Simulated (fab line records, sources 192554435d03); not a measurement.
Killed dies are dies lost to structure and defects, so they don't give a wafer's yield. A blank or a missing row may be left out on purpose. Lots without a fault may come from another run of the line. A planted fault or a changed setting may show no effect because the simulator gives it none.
Split-lot experiment | flow n5_finfet | 7 lots, 21 wafers read, on a route of 1938 steps

THE SPLIT
At N5_SD_EPI_N_EPI_21 (deposits Si:P, time 690 s), the setting epi_growth_time_s was moved away from the recipe's 690 s on 6 of the 21 wafers read, by -7.2% to +7.7%. The other wafers ran this setting at the recipe's value.

FROM THE SPLIT TO THE READING: what the file shows between them, 7 steps
- N5_SD_EPI_N_PRECLEAN_24: cleans in O3/DIW, time 60 s
- N5_SD_EPI_P_EPI_21: deposits SiGe:B, time 355 s
- N5_SD_EPI_P_HM_STRIP_48: strips SiNx in H3PO4, material SiNx, target depth 3 nm
- N5_SD_EPI_P_SRD_49: time 30 s
- N5_SD_EPI_P_PRECLEAN_24: cleans in O3/DIW, time 45 s
- N5_SD_ACTIVATION_RTA_00: time 0 s
- N5_SD_ACTIVATION_LSA_01: time 0.0008 s

THE READING
RS_SD_N, in ohm/sq, at N5_SD_ACTIVATION_RS_MEAS_03 (measures by four-point-probe). Fault-free wafers of this fab line usually give 21.95 ohm/sq, standard deviation 0.27 ohm/sq.

wafer  | tool, chamber at the split | epi_growth_time_s as run, s | against the recipe | RS_SD_N, ohm/sq | against lot-mates on the recipe
L078.1 | epi_rpcvd-03, 0            | 690                         | recipe             | 21.63           | -
L078.2 | epi_rpcvd-03, 0            | 690                         | recipe             | 22.24           | -
L078.3 | epi_rpcvd-03, 0            | 690                         | recipe             | 21.82           | -
L079.1 | epi_rpcvd-02, 0            | 708.4                       | +2.7%              | 20.83           | -0.42
L079.3 | epi_rpcvd-02, 0            | 690                         | recipe             | 21.28           | -
L079.4 | epi_rpcvd-02, 0            | 690                         | recipe             | 21.21           | -
L081.2 | epi_rpcvd-02, 0            | 640.6                       | -7.2%              | 23.27           | +1.17
L081.5 | epi_rpcvd-02, 0            | 640.6                       | -7.2%              | 23.19           | +1.09
L081.6 | epi_rpcvd-02, 0            | 690                         | recipe             | 22.10           | -
L085.2 | epi_rpcvd-03, 0            | 690                         | recipe             | 22.05           | -
L085.4 | epi_rpcvd-03, 0            | 690                         | recipe             | 21.93           | -
L085.6 | epi_rpcvd-03, 0            | 690                         | recipe             | 22.34           | -
L087.1 | epi_rpcvd-02, 0            | 743.4                       | +7.7%              | 20.62           | -1.95
L087.2 | epi_rpcvd-02, 0            | 690                         | recipe             | 22.57           | -
L087.4 | epi_rpcvd-02, 0            | 743.4                       | +7.7%              | 20.91           | -1.66
L091.1 | epi_rpcvd-02, 0            | 690                         | recipe             | 21.72           | -
L091.2 | epi_rpcvd-02, 0            | 645.8                       | -6.4%              | 22.72           | +0.88
L091.4 | epi_rpcvd-02, 0            | 690                         | recipe             | 21.95           | -
L097.1 | epi_rpcvd-02, 0            | 690                         | recipe             | 22.05           | -
L097.2 | epi_rpcvd-02, 0            | 690                         | recipe             | 21.83           | -
L097.4 | epi_rpcvd-02, 0            | 690                         | recipe             | 22.30           | -

THE FIT
A straight line over all 21 wafers: RS_SD_N changes by -0.165 ohm/sq for each +1% of epi_growth_time_s; r = -0.86; the points scatter about the line by 0.37 ohm/sq.
The same after taking each lot's own level away (the mean of its wafers on the recipe; 21 wafers): -0.189 ohm/sq for each +1%; r = -0.96; scatter 0.21 ohm/sq.
On that fit, the largest move of epi_growth_time_s shifts the reading by 1.5 ohm/sq.
The lots' own levels span 21.245 to 22.570 ohm/sq, that is 4.9 times the standard deviation above.
So the lot-to-lot level changes the slope: the two fits differ.
Check: with one of the wafers moved furthest among these (+7.7%) left out of the fit, the line predicts -1.36 ohm/sq for it against its lot-mates. It came out at -1.95 ohm/sq against them.

THE WHOLE CHAIN: every reading that the file lists as answering this split, in the file's order
step                        | what it does                                           | reading                                                                         | change (the file's fit)               | r (the file's)
N5_SD_EPI_N_EPI_21          | deposits Si:P, time 690 s                              | Si-P_of_SD_EPI_N_EPI_21.thk_nm (the simulator's own value, which no gauge read) | +0.467 nm for each +1% of the setting | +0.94
N5_SD_EPI_P_HM_STRIP_48     | strips SiNx in H3PO4, material SiNx, target depth 3 nm | Si-P_of_SD_EPI_N_EPI_21.thk_nm (the simulator's own value, which no gauge read) | +0.457 nm for each +1% of the setting | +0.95
N5_SD_ACTIVATION_RS_MEAS_03 | measures by four-point-probe                           | RS_SD_N                                                                         | -0.181 for each +1% of the setting    | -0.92

THE FILE'S OWN FIT
RS_SD_N changes by -0.181 ohm/sq for each +1% of epi_growth_time_s, r = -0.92.
